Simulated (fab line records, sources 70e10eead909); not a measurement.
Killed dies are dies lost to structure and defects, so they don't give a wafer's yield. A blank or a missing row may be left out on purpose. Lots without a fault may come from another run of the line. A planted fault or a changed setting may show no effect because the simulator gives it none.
Chamber matching | flow nand_harc | NHARC_A_SGD_CUT_ETCH_58 on rie_diel-02: 4 sister chambers
The step etches the open film in CF4, target depth 39 nm, time 65 s. 4 wafers are shown with their chamber, then 9 later ones without.

WAFERS WITH THEIR CHAMBER
wafer  | chamber | drypump_motor_current_A (A)
L089.6 | 3       | 5.4
L090.1 | 0       | 6.5
L092.2 | 1       | 6.0
L092.5 | 2       | 5.7

WAFERS WITHOUT THEIR CHAMBER
wafer  | drypump_motor_current_A (A)
L093.1 | 5.4
L093.2 | 6.6
L093.5 | 5.4
L095.1 | 6.5
L095.2 | 5.9
L095.3 | 5.7
L096.1 | 6.5
L096.3 | 5.7
L096.4 | 5.4

WHICH CHAMBER EACH WENT THROUGH
wafer  | from the rows above | in truth
L093.1 | 3                   | 3
L093.2 | 0                   | 0
L093.5 | 3                   | 3
L095.1 | 0                   | 0
L095.2 | 1                   | 1
L095.3 | 2                   | 2
L096.1 | 0                   | 0
L096.3 | 2                   | 2
L096.4 | 3                   | 3
Placed correctly: 9 of 9. Can't be placed from these rows: 0. Placed wrongly: 0.
How it was worked out, from the rows above alone: a wafer's distance from a chamber is the root of the sum, over the readings, of the square of ((its reading less the chamber's mean) divided by the reading's scatter). The wafer belongs to the nearest chamber; if the next one is less than 2 further off, it can't be placed. A chamber's mean is the mean of its shown wafers. The scatter: with one shown wafer a chamber, the root of the mean of the squares of how far each hidden wafer lies from its nearest shown one.
